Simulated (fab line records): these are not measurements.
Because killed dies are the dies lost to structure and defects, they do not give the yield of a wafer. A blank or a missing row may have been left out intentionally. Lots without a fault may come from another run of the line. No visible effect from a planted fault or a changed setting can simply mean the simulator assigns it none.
Problem report, 8D (eight disciplines) form, completed by code | flow nandHarc | the parts of the form that need people (team, actions taken, sign-off) are left out

== 1. THE ISSUE ==
A mean of 0.838 a.u. is read at NHARC_P_M2_ETCH_35 for oesProductAu, taken on 1 wafer of 1 lot, against 1.002 a.u. (standard deviation 0.013) on wafers free of any fault. That puts it -13 standard deviations away from the usual mean.
The step: etches the open film in N2/H2, target depth 40 nm, overetch 12 nm, time 43.94 s.
First observed at day 10 00:08: wafer L463.2, on rieDiel-02. Wafers with a number at this step in the record: 24, from 8 lots. Rule for "out", or "out of limits": more than 4 standard deviations from the usual mean. Any other wafer with a number is counted as sound.

== 2. WHAT IT IS; WHAT IT IS NOT ==
question                    | is                | is not
which readings at this step | oesProductAu      | drypumpMotorCurrentA, rfFwdPowerW, rfVppV, showerheadPlenumPTorr, throttleValvePct
which lots                  | L463              | L450, L451, L452, L453, L454, L455, L465
which wafers of those lots  | L463.2            | L463.3, L463.4
read on which tools         | rieDiel-02        | rieDiel-05
when                        | from day 10 00:08 | up to then (20 sound wafers); but 3 sound wafers of L465 came after

== 3. SUSPECTS, AND WHAT RULES EACH OUT ==
Counting: a tool at a process step up to the reading stays a suspect if it ran every lot that is out. Sound lots after the first of them don't rule it out here, since some wafers of a struck lot are sound.
- pvdSputter-01 at NHARC_P_M1_PVD_21 (deposits Cu, target thk 30 nm, time 20.49 s): kept. It processed L463, the lot that is out, at day 9 22:28, and its most recent sound lot before then was L451 at day 6 18:58. NHARC_P_M1_PVD_21 gives no start for some lots, so the hours and the order of its lots are those of NHARC_P_M1_INSPECT_27.
- pecvd-03 at NHARC_P_M1_PRE_CLEAN_32 (time 12 s): kept. It processed L463, the lot that is out, at day 9 22:32, and its most recent sound lot before then was L455 at day 7 05:05.
- rieDiel-02 at NHARC_P_M2_ETCH_35 (etches the open film in N2/H2, target depth 40 nm, overetch 12 nm, time 43.94 s): kept. It processed L463, the lot that is out, at day 10 00:08, and its most recent sound lot before then was L455 at day 7 06:32. Its own readings are out on those wafers: oesProductAu.
- Within pecvd-03 at NHARC_P_M1_PRE_CLEAN_32: the wafers that are out ran in chamber 0; their sound lot-mates ran in chamber 1.
- In rieDiel-02 at NHARC_P_M2_ETCH_35, the wafers that are out were processed in chamber 0 and their sound lot-mates in chambers 1, 3.
pvdSputter-01 at NHARC_P_M1_PVD_21, pecvd-03 at NHARC_P_M1_PRE_CLEAN_32 and rieDiel-02 at NHARC_P_M2_ETCH_35 are what is left after counting.

== 4. THE CAUSE (what the simulator had put in) ==
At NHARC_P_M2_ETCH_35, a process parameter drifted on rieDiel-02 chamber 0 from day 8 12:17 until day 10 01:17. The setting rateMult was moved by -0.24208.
Of the 3 suspects that counting leaves, this tool is one.

== 5. THE CHAIN OF EFFECTS, in route order ==
Each row: a reading whose mean over the struck wafers that have a number lies more than 3 standard deviations from the usual. Only readings for which the record gives a usual standard deviation are gone through. hours: the time from each lot's start at the first step in this table that gives one to its start at this step, as a median over the lots. sigmas: the change in usual standard deviations.
hours | step               | reading      | usual      | on struck wafers | change | sigmas
0     | NHARC_P_M2_ETCH_35 | oesProductAu | 1.002 a.u. | 0.838            | -0.164 | -13
The process steps in it:
- NHARC_P_M2_ETCH_35: etches the open film in N2/H2, target depth 40 nm, overetch 12 nm, time 43.94 s.

== 6. WHAT WOULD HAVE CAUGHT IT SOONER ==
First out-of-limits reading in this record: day 10 00:08, which is 36 hours after fault onset at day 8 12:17.
